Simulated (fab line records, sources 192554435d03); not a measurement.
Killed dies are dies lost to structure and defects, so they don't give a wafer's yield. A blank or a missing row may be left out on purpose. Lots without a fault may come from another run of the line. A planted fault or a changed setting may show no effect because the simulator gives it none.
fab line records | flow n5_finfet
record lots=7 wafers=39
route steps=1938 shown HKMG_FIN@402 GATE_CUT@477 MOL_CONTACT_COAG@559
start_h: hours from the record's first day to the start of the lot's first wafer shown | wait_h: hours since the lot's step before | " the same as in the row above | L1.1+2: a row that stands for several wafers | - no value, or no start given | * or withheld: withheld | < > ~ a bound
route shown NAME@n: a module of which the file shows steps, and the number in the route of the first | usual: mean/standard deviation of fault-free wafers | same: alike in all rows | chamber/n: place in a boat | sites: the reading at each site | _std_site: their standard deviation | _edge_site: outer sites' mean less inner sites' | radius_mm: how far each site lies from the wafer's centre | mask NAME#n: copy n | behind: the tool/chamber that last shaped the wafer | hold: why the lot was held/for how many hours/how that ended | device: the transistor (n, p or np) that didn't switch | end of line: the same wafers' tests at the end of the route | a step without rows: its recipe alone | killed: dies lost to structure and defects at the first sort, not the wafer's yield | map: a wafer's dies, x killed, . not, _ none there
set.NAME: the setting as run; set.NAME@STEP: as run at that earlier step | model.NAME: the simulator's own value behind a step, which no gauge read
lots whose settings were changed on purpose; a table a step, a row a wafer
## steps
# step N5_HKMG_FIN_ETCH_54
# recipe chemistry=CF4 target=SiARC target_depth_a=455 mask_material=CAR-ArF time_s=75.8 ion_energy_ev=80 pressure_mtorr=40 source_w=545 bias_w=36 Ar_flow_sccm=100 cf4_flow_sccm=100 ends=cleared
# usual rf_vpp_V=184.5/1.1
# columns lot.wafer tool chamber start_h wait_h set.source_w rf_vpp_V
L079.1 rie_diel-05 0 102.74 0.0 545 183.1
L079.2 " 2 " " 545 184.5
L079.3 " 1 " " 545 186.2
L084.1 rie_diel-05 3 133.64 0.0 545 185.3
L084.2 " 2 " " 545 184.3
L084.3 " 1 " " 631.6 177.4
L084.4 " 0 " " 545 183.4
L084.5 " 3 " " 631.6 175.9
L084.6 " 2 " " 631.6 175.6
L085.1 rie_diel-05 3 139.44 0.0 454.1 196.0
L085.2 " 1 " " 454.1 198.4
L085.3 " 2 " " 545 184.9
L085.4 " 0 " " 545 183.3
L085.5 " 3 " " 454.1 197.6
L085.6 " 2 " " 545 186.0
L086.1 rie_diel-02 3 145.96 0.0 580.5 181.3
L086.2 " 1 " " 545 186.2
L086.3 " 0 " " 545 185.1
L086.4 " 2 " " 580.5 182.4
L086.5 " 2 " " 580.5 182.0
L086.6 " 3 " " 545 184.9
L087.1 rie_diel-05 0 152.76 0.0 545 184.9
L087.2 " 1 " " 588 180.2
L087.3 " 3 " " 588 179.4
L087.4 " 2 " " 588 180.7
L087.5 " 0 " " 545 184.5
L087.6 " 1 " " 545 184.2
L096.1 rie_diel-05 0 211.79 0.0 545 183.2
L096.2 " 2 " " 545 184.5
L096.3 " 3 " " 545 184.0
L096.4 " 1 " " 545 185.6
L096.5 " 1 " " 545 184.4
L096.6 " 0 " " 545 185.0
L097.1 rie_diel-01 2 216.66 0.0 545 184.1
L097.2 " 3 " " 608.4 176.5
L097.3 " 1 " " 545 184.4
L097.4 " 0 " " 608.4 178.6
L097.5 " 0 " " 545 185.3
L097.6 " 1 " " 608.4 177.8
# step N5_HKMG_FIN_ETCH_32
# recipe chemistry=N2/H2 target=SOC target_depth_a=2400 temp_c=40 time_s=300 ion_energy_ev=200 mask_material=SiARC pressure_mtorr=30 source_w=840 bias_w=150 n2_flow_sccm=200 h2_flow_sccm=200
# usual rf_vpp_V=524.9/2.6
# columns lot.wafer tool chamber start_h wait_h set.bias_w rf_vpp_V
L079.1 rie_diel-02 3 106.04 0.0 150 525.3
L079.2 " 2 " " 150 527.6
L079.3 " 1 " " 150 527.9
L084.1 rie_diel-01 3 136.95 0.0 150 524.4
L084.2 " 2 " " 132.1 482.5
L084.3 " 1 " " 132.1 488.4
L084.4 " 0 " " 150 518.7
L084.5 " 0 " " 150 520.2
L084.6 " 3 " " 132.1 484.0
L085.1 rie_diel-02 3 142.86 0.0 150 523.2
L085.2 " 0 " " 169.2 566.2
L085.3 " 1 " " 169.2 568.5
L085.4 " 3 " " 150 524.1
L085.5 " 0 " " 169.2 566.5
L085.6 " 1 " " 150 528.5
L086.1 rie_diel-01 1 149.51 0.0 165.6 563.9
L086.2 " 0 " " 150 520.3
L086.3 " 2 " " 165.6 558.2
L086.4 " 3 " " 150 525.4
L086.5 " 2 " " 150 524.6
L086.6 " 3 " " 165.6 558.2
L087.1 rie_diel-01 1 156.35 0.0 150 528.6
L087.2 " 2 " " 164.3 556.9
L087.3 " 0 " " 164.3 550.7
L087.4 " 3 " " 150 524.7
L087.5 " 1 " " 164.3 560.2
L087.6 " 0 " " 150 520.5
L096.1 rie_diel-02 0 215.71 0.0 176.7 581.4
L096.2 " 1 " " 176.7 583.8
L096.3 " 3 " " 150 525.4
L096.4 " 2 " " 176.7 586.0
L096.5 " 3 " " 150 523.1
L096.6 " 0 " " 150 525.6
L097.1 rie_diel-05 3 220.38 0.0 127.8 473.9
L097.2 " 0 " " 150 522.7
L097.3 " 2 " " 150 525.6
L097.4 " 1 " " 150 527.4
L097.5 " 2 " " 127.8 475.6
L097.6 " 3 " " 127.8 472.8
# step N5_GATE_CUT_HM_DEP_46
# recipe material=SiO2 target_thk_a=1300 temp_c=400 precursor=TEOS/O2 pressure_torr=6.5 rf_w=900 teos_flow_sccm=161.4 gas=O2 flow_sccm=2650 time_s=26.6
# columns lot.wafer tool chamber start_h wait_h set.time_s model.SiO2_of_GATE_CUT_HM_DEP_46.thk_nm
L079.1 pecvd-03 2 114.04 0.0 26.6 129
L079.2 " 1 " " 26.6 129.6
L079.3 " 0 " " 26.6 127.2
L084.1 pecvd-03 1 144.54 0.0 26.6 130.4
L084.2 " 0 " " 26.6 128.8
L084.3 " 2 " " 26.6 129.2
L084.4 " 1 " " 26.6 134.4
L084.5 " 2 " " 26.6 132.8
L084.6 " 0 " " 26.6 131.4
L085.1 pecvd-01 0 150.79 0.1 25.25 124.4
L085.2 " 2 " " 26.6 130.6
L085.3 " 1 " " 26.6 130
L085.4 " 2 " " 25.25 127.6
L085.5 " 0 " " 25.25 125.2
L085.6 " 1 " " 26.6 132
L086.1 pecvd-02 1 157.30 0.0 29.17 138.8
L086.2 " 0 " " 29.17 140
L086.3 " 2 " " 26.6 127.8
L086.4 " 1 " " 26.6 128.2
L086.5 " 2 " " 29.17 142.2
L086.6 " 0 " " 26.6 130.6
L087.1 pecvd-01 2 163.89 0.0 26.6 130.2
L087.2 " 0 " " 23.82 118
L087.3 " 1 " " 26.6 129.6
L087.4 " 0 " " 26.6 132.4
L087.5 " 2 " " 23.82 119.2
L087.6 " 1 " " 23.82 117.4
L096.1 pecvd-02 0 223.91 0.0 26.6 128.6
L096.2 " 2 " " 26.6 126.6
L096.3 " 1 " " 27.94 135
L096.4 " 1 " " 27.94 135.6
L096.5 " 2 " " 27.94 136.4
L096.6 " 0 " " 26.6 131
L097.1 pecvd-03 1 228.82 0.0 29.79 144.2
L097.2 " 0 " " 29.79 142.8
L097.3 " 2 " " 26.6 129.6
L097.4 " 1 " " 26.6 131.2
L097.5 " 0 " " 29.79 143.4
L097.6 " 2 " " 26.6 130.6
# step N5_GATE_CUT_COAT_34
# recipe resist=SOC temp_c=250 time_s=60 spin_rpm=1500 resist_thk_nm=60
# step N5_GATE_CUT_COAT_35
# recipe resist=SiARC temp_c=220 time_s=60 spin_rpm=1500 resist_thk_nm=10
# step N5_GATE_CUT_STRIP_38
# recipe chemistry=N2/H2 temp_c=40 n2_flow_sccm=200 h2_flow_sccm=200 rf_frequency_hz=6e+07
# step N5_GATE_CUT_STRIP_39
# recipe chemistry=N2/H2 temp_c=40 n2_flow_sccm=200 h2_flow_sccm=200 rf_frequency_hz=6e+07
# step N5_GATE_CUT_HM_OPEN_40
# recipe chemistry=C4F6/O2 target=SiO2 mask_material=SiARC target_depth_a=1390 time_s=85.1 ion_energy_ev=250 pressure_mtorr=30 source_w=345 bias_w=185 Ar_flow_sccm=300 C4F6_flow_sccm=10 O2_flow_sccm=10 ends=cleared
# usual etch_rf_on_time_s=93.7/2.5
# columns lot.wafer tool chamber start_h wait_h set.time_s@GATE_CUT_HM_DEP_46 etch_rf_on_time_s model.etch.depth_nm model.SOC_of_GATE_CUT_COAT_34.thk_nm
L079.1 rie_diel-04 3 114.78 0.0 26.6 91.8 129 33.2
L079.2 " 0 " " 26.6 92.9 129.6 33
L079.3 " 1 " " 26.6 95.8 127.2 33.4
L084.1 rie_diel-04 2 145.17 0.0 26.6 94.3 130.3 32
L084.2 " 3 " " 26.6 93.6 128.8 33.2
L084.3 " 1 " " 26.6 97.9 129.2 32.8
L084.4 " 0 " " 26.6 96.6 134.3 31.8
L084.5 " 0 " " 26.6 94.8 132.7 32
L084.6 " 1 " " 26.6 99.5 131.4 32.4
L085.1 rie_diel-06 3 151.54 0.0 25.25 89.3 124.4 33.8
L085.2 " 1 " " 26.6 93.6 130.7 32.4
L085.3 " 2 " " 26.6 95.0 130 33.4
L085.4 " 0 " " 25.25 92.7 127.6 33.6
L085.5 " 0 " " 25.25 91.5 125.3 34.2
L085.6 " 3 " " 26.6 93.9 132 32.2
L086.1 rie_diel-03 1 157.93 0.0 29.17 100.0 138.8 30.8
L086.2 " 0 " " 29.17 97.6 140.1 29.8
L086.3 " 2 " " 26.6 92.7 127.8 32.4
L086.4 " 3 " " 26.6 93.3 128.3 32.4
L086.5 " 2 " " 29.17 104.0 142.2 29.4
L086.6 " 1 " " 26.6 93.6 130.6 32.4
L087.1 rie_diel-06 3 164.82 0.0 26.6 91.8 130.2 32.6
L087.2 " 0 " " 23.82 84.7 118 35.4
L087.3 " 2 " " 26.6 94.1 129.6 33.4
L087.4 " 1 " " 26.6 94.2 132.3 31.8
L087.5 " 1 " " 23.82 83.8 119.2 34.6
L087.6 " 0 " " 23.82 84.1 117.5 35.6
L096.1 rie_diel-06 1 225.02 0.0 26.6 91.7 128.7 32.8
L096.2 " 3 " " 26.6 91.6 126.5 33.2
L096.3 " 0 " " 27.94 97.2 134.9 31.8
L096.4 " 0 " " 27.94 98.0 135.5 31.8
L096.5 " 1 " " 27.94 98.2 136.3 31
L096.6 " 3 " " 26.6 94.2 130.9 32.4
L097.1 rie_diel-06 3 229.57 0.0 29.79 105.6 144.2 29.2
L097.2 " 2 " " 29.79 104.2 142.8 30.2
L097.3 " 1 " " 26.6 93.2 129.6 32
L097.4 " 0 " " 26.6 95.2 131.2 32.6
L097.5 " 3 " " 29.79 105.0 143.5 29.4
L097.6 " 2 " " 26.6 95.5 130.6 32.8
# step N5_GATE_CUT_STRIP_41
# recipe chemistry=CF4 resist=SiARC power_w=300 bias_power_w=75 pressure_mtorr=50 cf4_flow_sccm=150 rf_frequency_hz=6e+07
# step N5_GATE_CUT_STRIP_42
# recipe chemistry=O2 power_w=400 temp_c=40 pressure_mtorr=30 rf_frequency_hz=6e+07 bias_power_w=0 overash_fraction=0.3 o2_flow_sccm=225
# step N5_GATE_CUT_ALD_22
# recipe material=SiNx target_thk_a=160 temp_c=400 ald_precursor_family=SiH2I2 ald_co_reactant=N2/H2-plasma pulse_time_s=1 ald_cycles=320 purge_time_s=2 co_reactant_purge_time_s=2 pressure_torr=2
# step N5_GATE_CUT_CMP_23
# recipe stop_on=SiO2 t_overpolish_s=23.4 post_cmp_clean=alkaline_brush down_force_psi=2.5 platen_rpm=51.8 pad_velocity_m_s=1.0307 target_thk_nm=16
# step N5_GATE_CUT_THK_MEAS_24
# recipe reads=SiO2_of_GATE_CUT_HM_DEP_46+SiO2_flowable_of_ILD0_FCVD_FILL_01
# usual GC_FILL_THK=219.3/2
# columns lot.wafer tool chamber start_h wait_h set.time_s@GATE_CUT_HM_DEP_46 GC_FILL_THK[nm]
L079.1 film_metro-01 - 117.31 - 26.6 216.8
L079.2 " - " " 26.6 219.5
L079.3 " - " " 26.6 215.9
L084.1 film_metro-01 - 148.00 - 26.6 219.5
L084.2 " - " " 26.6 218.7
L084.3 " - " " 26.6 218.7
L084.4 " - " " 26.6 224.5
L084.5 " - " " 26.6 223.3
L084.6 " - " " 26.6 221.2
L085.1 film_metro-02 - 154.00 - 25.25 214.1
L085.2 " - " " 26.6 219.5
L085.3 " - " " 26.6 217.9
L085.4 " - " " 25.25 218.1
L085.5 " - " " 25.25 214.3
L085.6 " - " " 26.6 221.0
L086.1 film_metro-01 - 160.96 - 29.17 227.2
L086.2 " - " " 29.17 230.0
L086.3 " - " " 26.6 218.3
L086.4 " - " " 26.6 216.9
L086.5 " - " " 29.17 230.2
L086.6 " - " " 26.6 220.1
L087.1 film_metro-01 - 168.04 - 26.6 219.0
L087.2 " - " " 23.82 207.1
L087.3 " - " " 26.6 219.1
L087.4 " - " " 26.6 221.9
L087.5 " - " " 23.82 209.5
L087.6 " - " " 23.82 205.5
L096.1 film_metro-01 - 228.58 - 26.6 219.2
L096.2 " - " " 26.6 217.6
L096.3 " - " " 27.94 224.1
L096.4 " - " " 27.94 224.6
L096.5 " - " " 27.94 225.8
L096.6 " - " " 26.6 220.9
L097.1 film_metro-01 - 232.03 - 29.79 234.4
L097.2 " - " " 29.79 233.7
L097.3 " - " " 26.6 218.2
L097.4 " - " " 26.6 220.6
L097.5 " - " " 29.79 234.6
L097.6 " - " " 26.6 221.3
# step N5_GATE_CUT_CMP_43
# recipe material=SiO2 post_cmp_clean=rinse_only
# columns lot.wafer tool chamber start_h wait_h set.time_s@GATE_CUT_HM_DEP_46 model.SiO2_of_GATE_CUT_HM_DEP_46.thk_nm
L079.3 cmp-04 0 117.34 0.0 26.6 4.8
L079.2+1 " 1,3 " " 26.6 5
L084.4+5 cmp-02 3,0 148.03 0.0 26.6 5.2
L084.1+3+2+6 " 0,1,2,3 " " 26.6 5
L085.2+3+6 cmp-02 1,2,2 154.03 0.0 26.6 5
L085.4+1+5 " 3,0,1 " " 25.25 4.8
L086.4+6 cmp-02 3,0 161.00 0.0 26.6 5
L086.2+1 " 0,1 " " 29.17 5.4
L086.3 " 2 " " 26.6 4.8
L086.5 " 3 " " 29.17 5.6
L087.4+3+1 cmp-04 3,1,2 168.07 0.0 26.6 5
L087.2+5+6 " 0,3,0 " " 23.82 4.4
L096.1+6 cmp-02 0 228.61 0.0 26.6 5
L096.4+3+5 " 1,2,1 " " 27.94 5.2
L096.2 " 3 " " 26.6 4.8
L097.2+1+5 cmp-01 3,0,0 232.05 0.0 29.79 5.6
L097.4+3+6 " 1,2,3 " " 26.6 5
# step N5_MOL_CONTACT_COAG_ALD_27
# recipe material=SiOC target_thk_a=170 temp_c=400 ald_precursor_family=carbosiloxane ald_co_reactant=H2-plasma pulse_time_s=1.5 time_s=2720 purge_time_s=2 co_reactant_purge_time_s=2 ald_cycles=340 pressure_torr=2
# columns lot.wafer tool chamber start_h wait_h set.time_s model.SiOC_of_MOL_CONTACT_COAG_ALD_27.thk_nm
L079.1+2 ald_sin-04 3,0 125.43 1.6 2720 17
L079.3 " 2 " " 2720 17.2
L084.1 ald_sin-04 2 155.13 0.3 2381 14.8
L084.2+6 " 1,2 " " 2720 17
L084.3+5 " 0,1 " " 2381 15
L084.4 " 3 " " 2720 17.2
L085.1 ald_sin-04 3 163.34 0.0 2720 17.2
L085.2+6 " 0,1 " " 2720 17
L085.3+4+5 " 1,2,0 " " 2439 15.2
L086.1+3 ald_sin-02 2,0 172.45 1.6 2720 17
L086.2+5+6 " 1,0,3 " " 2266 14.2
L086.4 " 3 " " 2720 17.2
L087.1+2+3+4 ald_sin-02 1,0,2,3 178.24 1.1 2720 17
L087.5+6 " 3,2 " " 2720 17.2
L096.1+5 ald_sin-02 3,1 235.88 0.4 2720 17
L096.2+4 " 1,3 " " 3134 17
L096.3 " 0 " " 3134 16.8
L096.6 " 0 " " 2720 16.8
L097.1+2+4 ald_sin-04 3,2,0 240.82 0.1 3206 17
L097.3+5+6 " 1,3,0 " " 2720 17
# step N5_MOL_CONTACT_COAG_VIA_ETCH_117
# recipe chemistry=C4F6/O2 target_depth_a=400 overetch_a=80 mask_material=SOC target=SiO2 bias_w=455 pressure_mtorr=10 time_s=26 source_w=325 Ar_flow_sccm=300 C4F6_flow_sccm=10 O2_flow_sccm=10 ion_energy_ev=575.3 ends=end_point
# usual rf_vpp_V=1607/30
# columns lot.wafer tool chamber start_h wait_h set.bias_w rf_vpp_V
L079.1 rie_diel-05 3 131.85 0.0 455 1625
L079.2 " 2 " " 455 1597
L079.3 " 1 " " 455 1649
L084.1 rie_diel-05 0 160.98 0.0 455 1563
L084.2 " 1 " " 505.4 1781
L084.3 " 3 " " 455 1625
L084.4 " 3 " " 505.4 1755
L084.5 " 1 " " 505.4 1780
L084.6 " 0 " " 455 1564
L085.1 rie_diel-05 1 169.78 0.0 455 1647
L085.2 " 3 " " 455 1625
L085.3 " 0 " " 455 1563
L085.4 " 2 " " 455 1596
L085.5 " 3 " " 455 1624
L085.6 " 2 " " 455 1596
L086.1 rie_diel-01 3 178.42 0.0 375.4 1363
L086.2 " 1 " " 455 1631
L086.3 " 0 " " 375.4 1402
L086.4 " 2 " " 455 1616
L086.5 " 1 " " 375.4 1411
L086.6 " 2 " " 455 1617
L087.1 rie_diel-05 0 183.69 0.0 455 1564
L087.2 " 2 " " 455 1596
L087.3 " 3 " " 455 1622
L087.4 " 1 " " 455 1647
L087.5 " 1 " " 455 1647
L087.6 " 0 " " 455 1564
L096.1 rie_diel-01 0 241.09 0.0 381.8 1444
L096.2 " 2 " " 381.8 1415
L096.3 " 1 " " 381.8 1428
L096.4 " 3 " " 455 1573
L096.5 " 2 " " 455 1613
L096.6 " 1 " " 455 1630
L097.1 rie_diel-01 3 246.77 0.0 455 1575
L097.2 " 1 " " 455 1630
L097.3 " 2 " " 455 1614
L097.4 " 0 " " 455 1644
L097.5 " 3 " " 455 1574
L097.6 " 0 " " 455 1644
## key
split step=N5_HKMG_FIN_ETCH_54 setting=source_w stated=545 by=wafer
response step=N5_HKMG_FIN_ETCH_54 reading=rf_vpp_V change=-0.619 per=1% r=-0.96
split step=N5_HKMG_FIN_ETCH_32 setting=bias_w stated=150 by=wafer
response step=N5_HKMG_FIN_ETCH_32 reading=rf_vpp_V change=+3.32 per=1% r=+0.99
split step=N5_GATE_CUT_HM_DEP_46 setting=time_s stated=26.6 by=wafer
response step=N5_GATE_CUT_HM_DEP_46 reading=model.SiO2_of_GATE_CUT_HM_DEP_46.thk_nm change=+1.15 per=1% r=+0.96
response step=N5_GATE_CUT_HM_OPEN_40 reading=etch_rf_on_time_s change=* per=1% r=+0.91
response step=N5_GATE_CUT_HM_OPEN_40 reading=model.etch.depth_nm change=+1.15 per=1% r=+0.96
response step=N5_GATE_CUT_HM_OPEN_40 reading=model.SOC_of_GATE_CUT_COAT_34.thk_nm change=-0.245 per=1% r=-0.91
response step=N5_GATE_CUT_THK_MEAS_24 reading=GC_FILL_THK change=+1.14 per=1% r=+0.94
response step=N5_GATE_CUT_CMP_43 reading=model.SiO2_of_GATE_CUT_HM_DEP_46.thk_nm change=+0.0528 per=1% r=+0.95
split step=N5_MOL_CONTACT_COAG_ALD_27 setting=time_s stated=2720 by=wafer
response step=N5_MOL_CONTACT_COAG_ALD_27 reading=model.SiOC_of_MOL_CONTACT_COAG_ALD_27.thk_nm shape=bent at_lowest=14.2 at_stated=17.04 at_highest=17
split step=N5_MOL_CONTACT_COAG_VIA_ETCH_117 setting=bias_w stated=455 by=wafer
response step=N5_MOL_CONTACT_COAG_VIA_ETCH_117 reading=rf_vpp_V change=+13 per=1% r=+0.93
